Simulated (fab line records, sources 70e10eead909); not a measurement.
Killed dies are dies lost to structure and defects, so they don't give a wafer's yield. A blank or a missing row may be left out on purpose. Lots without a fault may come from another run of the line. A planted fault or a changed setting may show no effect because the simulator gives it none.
Which tool did it? | flow nand_harc | 6 lots, 18 wafers sampled, at 4 steps of a route of 1302

WHAT THE GAUGES READ, wafer by wafer
NHARC_P_ZERO_WELL_CD_MEAS_37: target cd 720 nm.
lot  | measured     | on        | cd_nm (nm)
L420 | day 2 09:58  | cd_sem-03 | 720.7 720.1 718.0
L425 | day 4 12:45  | cd_sem-03 | 720.0 720.0 723.3
L428 | day 5 18:25  | cd_sem-01 | 720.9 717.8 721.1
L433 | day 7 20:09  | cd_sem-02 | 720.5 719.4 719.8
L439 | day 10 08:25 | cd_sem-03 | 719.4 717.5 719.9
L441 | day 11 04:10 | cd_sem-03 | 721.7 722.1 718.8

WHICH TOOL RAN EACH LOT (tool, then ch and the chambers of the sampled wafers, then the start)
lot  | NHARC_P_ZERO_WELL_DESCUM_13        | NHARC_P_ZERO_WELL_DESCUM_26       | NHARC_P_ZERO_WELL_EXPOSE_34
L420 | rie_diel-03 ch 0,1,3, day 2 07:24  | rie_diel-03 ch 0,1,2, day 2 08:37 | krf_scanner-02 ch 0, day 2 09:49
L425 | rie_diel-07 ch 1,2,3, day 4 09:25  | rie_diel-07 ch 0,1, day 4 11:16   | krf_scanner-01 ch 0, day 4 12:35
L428 | rie_diel-05 ch 0,1, day 5 15:25    | rie_diel-07 ch 1,2,3, day 5 16:53 | krf_scanner-01 ch 0, day 5 18:16
L433 | rie_diel-05 ch 2,3, day 7 17:23    | rie_diel-07 ch 0,1, day 7 18:41   | krf_scanner-01 ch 0, day 7 20:00
L439 | rie_diel-07 ch 0,1,3, day 10 05:24 | rie_diel-03 ch 1,2, day 10 06:52  | krf_scanner-02 ch 0, day 10 08:15
L441 | rie_diel-07 ch 2,3, day 11 01:24   | rie_diel-05 ch 0,2, day 11 02:40  | krf_scanner-02 ch 0, day 11 04:00
- NHARC_P_ZERO_WELL_DESCUM_13: chemistry O2, time 3 s.
- NHARC_P_ZERO_WELL_DESCUM_26: chemistry O2, time 3 s.
- NHARC_P_ZERO_WELL_EXPOSE_34: exposes mask P PWELL, target cd 720 nm.

THE ANSWER, worked out from the rows above alone
Rule: what is usual is taken from the lots themselves. Put in order of their means at a reading, lots are off if they are a third of the lots or fewer, leave a main group of 4 or more, and stand apart from it by a gap of 3 or more times the standard deviation of the main group's means; of several such gaps the widest counts. A main group whose means are all the same, to the digits that the tables above print for the reading, isn't used. A lot without any number at a reading at which 4 lots or more have one is off too. The other lots that the step has rows for count as sound.
No lot is off at any reading shown: from this, nothing can be told.

WHAT THE SIMULATOR HAD PUT IN
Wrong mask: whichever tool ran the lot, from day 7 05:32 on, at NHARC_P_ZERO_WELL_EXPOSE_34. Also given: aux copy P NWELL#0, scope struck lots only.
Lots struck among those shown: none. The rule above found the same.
